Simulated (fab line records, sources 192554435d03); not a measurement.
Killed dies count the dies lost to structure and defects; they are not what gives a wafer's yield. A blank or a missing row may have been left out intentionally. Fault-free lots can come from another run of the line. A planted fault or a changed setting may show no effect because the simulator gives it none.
Lot-split experiment ; flow n5-finfet ; on a route of 1938 steps: 7 lots, 21 wafers read

## SPLIT DETAILS
At N5_FIN_SAQP_PECVD_06 (deposits a-Si from SiH4/He, target thk 60 nm, time 48.1 s), the setting time-s was moved away from the recipe's 48.1 s on 11 of the 21 wafers read, by -9.3% to +12.8%. The other wafers ran this setting at the recipe's value.

## FROM THE SPLIT TO THE READING: what the file shows between them, 6 steps
- N5_FIN_SAQP_THK_MEAS_07
- N5_FIN_SAQP_COAT_49: time 60 s, resist thk 100 nm (also split here: time-s)
- N5_FIN_SAQP_COAT_50: time 60 s, resist thk 35 nm
- N5_FIN_SAQP_COAT_10: resist thk 90 nm
- N5_FIN_SAQP_HM_OPEN_73: chemistry CHF3/O2, target SiO2, stops on a-Si, target depth 12 nm, time 16.8 s
- N5_FIN_SAQP_STRIP_74: strips in CHF3/O2

## THE READING
oes-product-au, in a.u., at N5_FIN_SAQP_MANDREL_ETCH_22 (etches a-Si in HBr/Cl2, stops on SiNx, target depth 60 nm, bt time 10 s, time 30 s). Fault-free wafers of this fab line usually give 0.766 a.u., standard deviation 0.016 a.u.

wafer;tool, chamber at the split;time-s as run, s;against the recipe;oes-product-au, a.u.;against lot-mates on the recipe
L080.1;pecvd-02, 2;48.1;recipe;0.773;-
L080.4;pecvd-02, 1;50.35;+4.7%;0.799;+0.031
L080.5;pecvd-02, 0;48.1;recipe;0.764;-
L083.3;pecvd-02, 0;48.1;recipe;0.765;-
L083.4;pecvd-02, 2;54.24;+12.8%;0.811;+0.046
L083.6;pecvd-02, 2;54.24;+12.8%;0.821;+0.056
L087.2;pecvd-03, 1;48.1;recipe;0.740;-
L087.3;pecvd-03, 0;48.1;recipe;0.779;-
L087.5;pecvd-03, 1;48.1;recipe;0.770;-
L091.2;pecvd-02, 1;45.4;-5.6%;0.725;-0.065
L091.5;pecvd-02, 0;48.1;recipe;0.790;-
L091.6;pecvd-02, 2;45.4;-5.6%;0.762;-0.028
L095.3;pecvd-01, 1;48.1;recipe;0.750;-
L095.4;pecvd-01, 2;53.8;+11.9%;0.842;+0.092
L095.5;pecvd-01, 2;53.8;+11.9%;0.814;+0.064
L096.1;pecvd-03, 1;48.1;recipe;0.744;-
L096.3;pecvd-03, 0;54.17;+12.6%;0.822;+0.064
L096.6;pecvd-03, 1;48.1;recipe;0.773;-
L097.4;pecvd-03, 0;43.61;-9.3%;0.735;no lot-mate on the recipe
L097.5;pecvd-03, 1;43.61;-9.3%;0.726;no lot-mate on the recipe
L097.6;pecvd-03, 2;43.61;-9.3%;0.726;no lot-mate on the recipe

FIT RESULTS
A straight line over all 21 wafers: oes-product-au changes by +0.00437 a.u. for each +1% of time-s; r = +0.92; the points scatter about the line by 0.014 a.u.
The same after taking each lot's own level away (the mean of its wafers on the recipe; 18 wafers): +0.00561 a.u. for each +1%; r = +0.92; scatter 0.016 a.u.
On that fit, the largest move of time-s shifts the reading by 0.072 a.u.
Measured against the standard deviation above, the lots' own levels, which go from 0.7500 to 0.7900 a.u., span 2.5 times it.
So the slope is not independent of the lot-to-lot level: the two fits are not the same.
Check: +0.0742 a.u. against its lot-mates is what the line predicts for one of the wafers moved furthest among these (+12.8%) when that wafer is left out of the fit. It came out at +0.046 a.u. against them.

## THESE WAFERS: OTHER SPLITS
Before the reading, these wafers also passed through other splits. Each is held against what the fit with the lots' levels taken away leaves over:
other split on the same wafers;wafers away from the commonest value;r with oes-product-au (lot level and that fit taken away)
N5_ZERO_LAYER_COAT_05 spin-rpm;9;-0.10
N5_ZERO_LAYER_EXPOSE_08 dose-mj;4;+0.09
N5_PMOS_HMC_CHANNEL_EPI_PEB_07 peb-time-s;5;-0.58
N5_FIN_SAQP_COAT_49 time-s;9;+0.06

## THE WHOLE CHAIN: every reading that the file lists as answering this split, in the file's order
step;what it does;reading;change (the file's fit);r (the file's)
N5_FIN_SAQP_PECVD_06;deposits a-Si from SiH4/He, target thk 60 nm, time 48.1 s;a-Si_of_FIN_SAQP_PECVD_06.thk-nm (the simulator's own value, which no gauge read);+0.652 nm for each +1% of the setting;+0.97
N5_FIN_SAQP_THK_MEAS_07;;thk-nm;withheld for each +1% of the setting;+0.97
N5_FIN_SAQP_MANDREL_ETCH_22;etches a-Si in HBr/Cl2, stops on SiNx, target depth 60 nm, bt time 10 s, time 30 s;oes-product-au;+0.00538 a.u. for each +1% of the setting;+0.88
N5_FIN_SAQP_MANDREL_ETCH_22;etches a-Si in HBr/Cl2, stops on SiNx, target depth 60 nm, bt time 10 s, time 30 s;etch.depth-nm (the simulator's own value, which no gauge read);+0.646 nm for each +1% of the setting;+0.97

## THE FILE'S OWN FIT
oes-product-au changes by +0.00538 a.u. for each +1% of time-s, r = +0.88.
